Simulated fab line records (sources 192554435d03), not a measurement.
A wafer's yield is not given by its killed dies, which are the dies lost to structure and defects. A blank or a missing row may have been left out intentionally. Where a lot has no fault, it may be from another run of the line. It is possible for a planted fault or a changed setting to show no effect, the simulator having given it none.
Which tool is to blame? + flow n5-finfet + 9 lots with 26 wafers sampled at 5 steps, on a route of 1938 steps

WHAT EACH GAUGE READ, for each wafer
N5_BEOL_M4_RC_MEAS_101. Usual: DIBL_N 35.9 mV/V, standard deviation 1.6; DIBL_P 35.6 mV/V, standard deviation 2.1; IOFF_N 0.149 nA/um, standard deviation 0.029; IOFF_P 0.20 nA/um, standard deviation 0.033; ION_N 671 uA/um, standard deviation 11; ION_P 460 uA/um, standard deviation 7.3; SS_N 71.4 mV/dec, standard deviation 0.62; SS_P 73.2 mV/dec, standard deviation 0.65; VT_N 251 mV, standard deviation 3.1; VT_P -251 mV, standard deviation 3.4.
| lot  | measured     | on        | DIBL_N (mV/V)  | DIBL_P (mV/V)  | IOFF_N (nA/um)    | IOFF_P (nA/um) | ION_N (uA/um) | ION_P (uA/um) | SS_N (mV/dec)  | SS_P (mV/dec)  | VT_N (mV)   | VT_P (mV)      | flag |
|------|--------------|-----------|----------------|----------------|-------------------|----------------|---------------|---------------|----------------|----------------|-------------|----------------|------|
| L558 | day 8 14:39  | prober-02 | 35.5 34.7      | 36.8 35.0      | 0.138 0.136       | 0.18 0.16      | 668 668       | 454 452       | 71.2 71.5      | 73.5 72.3      | 251 253     | -256 -256      |      |
| L561 | day 9 04:26  | prober-02 | 36.4 35.6 36.7 | 36.1 37.0 38.0 | 0.144 0.144 0.158 | 0.17 0.18 0.20 | 659 665 668   | 444 452 459   | 72.3 71.3 71.3 | 72.7 72.4 73.1 | 252 250 251 | -258 -254 -252 |      |
| L560 | day 9 07:43  | prober-02 | 35.4 34.4 36.6 | 33.4 31.4 34.7 | 0.133 0.114 0.152 | 0.18 0.15 0.19 | 668 664 677   | 459 456 459   | 70.8 71.0 71.3 | 72.8 72.5 73.8 | 251 254 250 | -251 -254 -251 |      |
| L564 | day 10 06:55 | prober-01 | 32.7 35.6 34.3 | 32.2 35.6 34.7 | 0.106 0.159 0.128 | 0.16 0.21 0.19 | 651 677 666   | 456 472 459   | 70.9 70.7 70.7 | 72.7 73.2 73.2 | 256 247 254 | -254 -247 -249 |      |
| L565 | day 10 14:43 | prober-01 | 36.8 38.7 37.9 | 37.4 39.8 38.5 | 0.169 0.216 0.199 | 0.20 0.25 0.23 | 676 690 692   | 460 467 472   | 71.2 72.4 71.8 | 72.9 74.5 74.5 | 247 246 245 | -252 -249 -250 |      |
| L571 | day 11 17:46 | prober-02 | 36.0 37.8 35.8 | 33.6 36.3 34.2 | 0.126 0.148 0.125 | 0.16 0.20 0.17 | 662 673 663   | 457 454 459   | 71.7 71.1 71.1 | 72.8 73.7 73.1 | 252 251 254 | -255 -251 -252 |      |
| L574 | day 12 17:01 | prober-02 | 35.2 34.2 35.3 | 34.6 32.9 34.5 | 0.132 0.123 0.137 | 0.20 0.18 0.19 | 664 653 656   | 459 455 454   | 71.1 71.3 71.7 | 73.1 72.2 72.8 | 252 254 253 | -249 -251 -250 |      |
| L575 | day 12 19:22 | prober-01 | 35.7 33.7 36.3 | 34.9 32.6 35.9 | 0.132 0.110 0.150 | 0.20 0.17 0.21 | 672 651 664   | 465 454 453   | 72.0 70.9 71.7 | 73.4 72.2 73.2 | 254 254 252 | -250 -249 -248 |      |
| L576 | day 13 00:59 | prober-02 | 36.6 35.3 35.5 | 35.6 35.2 34.1 | 0.183 0.175 0.161 | 0.23 0.23 0.20 | 677 686 670   | 466 469 457   | 72.1 71.3 72.1 | 73.3 73.8 73.5 | 245 245 248 | -249 -248 -251 |      |

TOOL THAT RAN EACH LOT (tool first, then ch and the chambers of the sampled wafers, then the start)
| lot  | N5_BEOL_M3_ETCH_74                 | N5_BEOL_M3_ETCH_63                 | N5_BEOL_M3_STRIP_66                | N5_BEOL_M3_COAT_22                |
|------|------------------------------------|------------------------------------|------------------------------------|-----------------------------------|
| L558 | rie-diel-01 ch 2,3, day 7 18:49    | rie-diel-01 ch 2,3, day 7 18:50    | rie-diel-01 ch 2,3, day 7 18:59    | litho-track-05 ch 0, day 7 19:15  |
| L561 | rie-diel-01 ch 1,2,3, day 8 12:17  | rie-diel-01 ch 1,2,3, day 8 12:17  | rie-diel-01 ch 1,2,3, day 8 12:27  | litho-track-02 ch 0, day 8 12:43  |
| L560 | rie-diel-01 ch 1,2, day 8 14:39    | rie-diel-01 ch 1,2, day 8 14:40    | rie-diel-01 ch 1,2, day 8 14:49    | litho-track-02 ch 0, day 8 15:10  |
| L564 | rie-diel-01 ch 1,2,3, day 9 06:19  | rie-diel-01 ch 1,2,3, day 9 06:20  | rie-diel-01 ch 1,2,3, day 9 06:29  | litho-track-02 ch 0, day 9 06:45  |
| L565 | rie-diel-04 ch 0,2,3, day 9 11:19  | rie-diel-04 ch 0,2,3, day 9 11:20  | rie-diel-04 ch 0,2,3, day 9 11:29  | litho-track-02 ch 0, day 9 11:45  |
| L571 | rie-diel-03 ch 0,1,3, day 10 21:57 | rie-diel-03 ch 0,1,3, day 10 21:58 | rie-diel-03 ch 0,1,3, day 10 22:07 | litho-track-05 ch 0, day 10 22:23 |
| L574 | rie-diel-04 ch 0,2, day 11 21:45   | rie-diel-04 ch 0,2, day 11 21:46   | rie-diel-04 ch 0,2, day 11 21:55   | litho-track-03 ch 0, day 11 22:11 |
| L575 | rie-diel-03 ch 0,1,2, day 12 00:12 | rie-diel-03 ch 0,1,2, day 12 00:13 | rie-diel-03 ch 0,1,2, day 12 00:22 | litho-track-02 ch 0, day 12 00:38 |
| L576 | rie-diel-04 ch 1,2,3, day 12 00:25 | rie-diel-04 ch 1,2,3, day 12 00:26 | rie-diel-04 ch 1,2,3, day 12 00:35 | litho-track-02 ch 0, day 12 00:53 |
- N5_BEOL_M3_ETCH_74: etches underlayer in N2/H2, target depth 6.5 nm, time 5.2 s.
- N5_BEOL_M3_ETCH_63: etches SiARC in CF4, target depth 15.6 nm, time 26 s.
- N5_BEOL_M3_STRIP_66: strips in CF4.
- N5_BEOL_M3_COAT_22: resist thk 30 nm.

WHAT THE TOOLS THEMSELVES READ (means of the sampled wafers that have a number; where no wafer has one, the mark that the record gives instead)
N5_BEOL_M3_ETCH_74. Usual: bias-w is 150.0 W with standard deviation 0.44, drypump-motor-current-A is 5.7 A with standard deviation 0.38, etch-rf-on-time-s is 5.23 s with standard deviation 0.11, oes-product-au is 0.64 a.u. with standard deviation 0.067, rf-vpp-V is 523.9 V with standard deviation 2.7, showerhead-plenum-p-Torr is 2.54 Torr with standard deviation 0.08, and throttle-valve-pct is 17.94 % with standard deviation 0.27.
| lot  | tool        | bias-w (W) | drypump-motor-current-A (A) | etch-rf-on-time-s (s) | oes-product-au (a.u.) | rf-vpp-V (V) | showerhead-plenum-p-Torr (Torr) | throttle-valve-pct (%) | flag |
|------|-------------|------------|-----------------------------|-----------------------|-----------------------|--------------|---------------------------------|------------------------|------|
| L558 | rie-diel-01 | 149.3      | 6.0                         | 5.29                  | 0.62                  | 522.4        | 2.49                            | 17.93                  |      |
| L561 | rie-diel-01 | 150.4      | 6.0                         | 5.26                  | 0.67                  | 523.3        | 2.52                            | 17.76                  |      |
| L560 | rie-diel-01 | 150.4      | 6.1                         | 5.14                  | 0.71                  | 523.8        | 2.57                            | 17.63                  |      |
| L564 | rie-diel-01 | 149.6      | 6.0                         | 5.21                  | 0.67                  | 521.5        | 2.51                            | 17.78                  |      |
| L565 | rie-diel-04 | 149.9      | 5.4                         | 5.18                  | 0.60                  | 523.6        | 2.52                            | 18.00                  |      |
| L571 | rie-diel-03 | 150.0      | 5.5                         | 5.25                  | 0.61                  | 526.5        | 2.60                            | 18.04                  |      |
| L574 | rie-diel-04 | 150.1      | 5.0                         | 5.21                  | 0.59                  | 523.1        | 2.48                            | 18.03                  |      |
| L575 | rie-diel-03 | 149.8      | 5.7                         | 5.29                  | 0.60                  | 522.7        | 2.53                            | 18.12                  |      |
| L576 | rie-diel-04 | 150.5      | 5.9                         | 5.20                  | 0.65                  | 525.4        | 2.54                            | 17.83                  |      |

N5_BEOL_M3_ETCH_63. Usual: bias-w is 35.98 W with standard deviation 0.13, drypump-motor-current-A is 5.7 A with standard deviation 0.38, etch-rf-on-time-s is 26.1 s with standard deviation 0.46, oes-product-au is 0.64 a.u. with standard deviation 0.065, rf-vpp-V is 184.0 V with standard deviation 1.3, showerhead-plenum-p-Torr is 2.14 Torr with standard deviation 0.062, and throttle-valve-pct is 15.74 % with standard deviation 0.26.
| lot  | tool        | bias-w (W) | drypump-motor-current-A (A) | etch-rf-on-time-s (s) | oes-product-au (a.u.) | rf-vpp-V (V) | showerhead-plenum-p-Torr (Torr) | throttle-valve-pct (%) | flag |
|------|-------------|------------|-----------------------------|-----------------------|-----------------------|--------------|---------------------------------|------------------------|------|
| L558 | rie-diel-01 | 35.91      | 6.0                         | 26.6                  | 0.62                  | 183.6        | 2.09                            | 15.64                  |      |
| L561 | rie-diel-01 | 35.91      | 6.0                         | 26.5                  | 0.66                  | 183.0        | 2.12                            | 15.52                  |      |
| L560 | rie-diel-01 | 36.18      | 6.1                         | 25.8                  | 0.72                  | 184.9        | 2.16                            | 15.38                  |      |
| L564 | rie-diel-01 | 36.05      | 6.0                         | 26.2                  | 0.66                  | 185.0        | 2.12                            | 15.54                  |      |
| L565 | rie-diel-04 | 36.05      | 5.4                         | 26.1                  | 0.60                  | 184.1        | 2.12                            | 15.75                  |      |
| L571 | rie-diel-03 | 35.82      | 5.5                         | 26.4                  | 0.62                  | 184.6        | 2.19                            | 15.89                  |      |
| L574 | rie-diel-04 | 35.85      | 5.0                         | 26.2                  | 0.59                  | 183.5        | 2.09                            | 15.65                  |      |
| L575 | rie-diel-03 | 35.99      | 5.7                         | 26.0                  | 0.61                  | 184.1        | 2.13                            | 15.90                  |      |
| L576 | rie-diel-04 | 35.95      | 6.0                         | 25.8                  | 0.66                  | 184.7        | 2.14                            | 15.67                  |      |

N5_BEOL_M3_STRIP_66. Usual: drypump-motor-current-A 5.7 A, standard deviation 0.38; oes-product-au 0.75 a.u., standard deviation 0.07; rf-vpp-V 271.1 V, standard deviation 1.5; showerhead-plenum-p-Torr 1.79 Torr, standard deviation 0.051; throttle-valve-pct 13.71 %, standard deviation 0.27.
| lot  | tool        | drypump-motor-current-A (A) | oes-product-au (a.u.) | rf-vpp-V (V) | showerhead-plenum-p-Torr (Torr) | throttle-valve-pct (%) | flag |
|------|-------------|-----------------------------|-----------------------|--------------|---------------------------------|------------------------|------|
| L558 | rie-diel-01 | 6.0                         | 0.73                  | 270.4        | 1.76                            | 13.68                  |      |
| L561 | rie-diel-01 | 6.0                         | 0.78                  | 270.8        | 1.78                            | 13.51                  |      |
| L560 | rie-diel-01 | 6.1                         | 0.82                  | 271.3        | 1.81                            | 13.35                  |      |
| L564 | rie-diel-01 | 6.0                         | 0.77                  | 270.1        | 1.78                            | 13.52                  |      |
| L565 | rie-diel-04 | 5.4                         | 0.70                  | 270.8        | 1.77                            | 13.74                  |      |
| L571 | rie-diel-03 | 5.5                         | 0.72                  | 272.3        | 1.83                            | 13.84                  |      |
| L574 | rie-diel-04 | 5.0                         | 0.68                  | 270.2        | 1.74                            | 13.63                  |      |
| L575 | rie-diel-03 | 5.6                         | 0.71                  | 270.9        | 1.78                            | 13.86                  |      |
| L576 | rie-diel-04 | 5.9                         | 0.75                  | 270.9        | 1.80                            | 13.65                  |      |

N5_BEOL_M3_COAT_22. Usual: exhaust-pa 45.0 Pa, standard deviation 0.99; spin-speed-rpm 1500.1 rpm, standard deviation 1.2.
| lot  | tool           | exhaust-pa (Pa) | spin-speed-rpm (rpm) | flag |
|------|----------------|-----------------|----------------------|------|
| L558 | litho-track-05 | 44.8            | 1501.1               |      |
| L561 | litho-track-02 | 44.1            | 1499.2               |      |
| L560 | litho-track-02 | 45.3            | 1501.2               |      |
| L564 | litho-track-02 | 45.5            | 1570.6               | OFF  |
| L565 | litho-track-02 | 46.0            | 1569.8               | OFF  |
| L571 | litho-track-05 | 45.5            | 1499.5               |      |
| L574 | litho-track-03 | 45.2            | 1501.2               |      |
| L575 | litho-track-02 | 45.6            | 1499.3               |      |
| L576 | litho-track-02 | 44.1            | 1499.9               |      |

THE ANSWER, worked out from the rows above alone
Rule: a lot counts as off when the mean over its wafers that have a number is more than 3 standard deviations away from the usual mean. Also off: a lot with no number at a reading for which 4 or more lots have one. Any other lot the step has rows for is counted as sound. First the gauges in route order, then the tools' own readings, where a lot's mean is used as printed above. At the first step where some lot is off, the reading lying furthest off is the one used; lots without a number count as furthest.
Off: L564, L565, at N5_BEOL_M3_COAT_22 (spin-speed-rpm).
A tool fits if, at that step or a process step before it, it ran every lot that is off, and no sound lot after the first of them. Of those tried, none fits.

WHAT WAS PUT IN BY THE SIMULATOR
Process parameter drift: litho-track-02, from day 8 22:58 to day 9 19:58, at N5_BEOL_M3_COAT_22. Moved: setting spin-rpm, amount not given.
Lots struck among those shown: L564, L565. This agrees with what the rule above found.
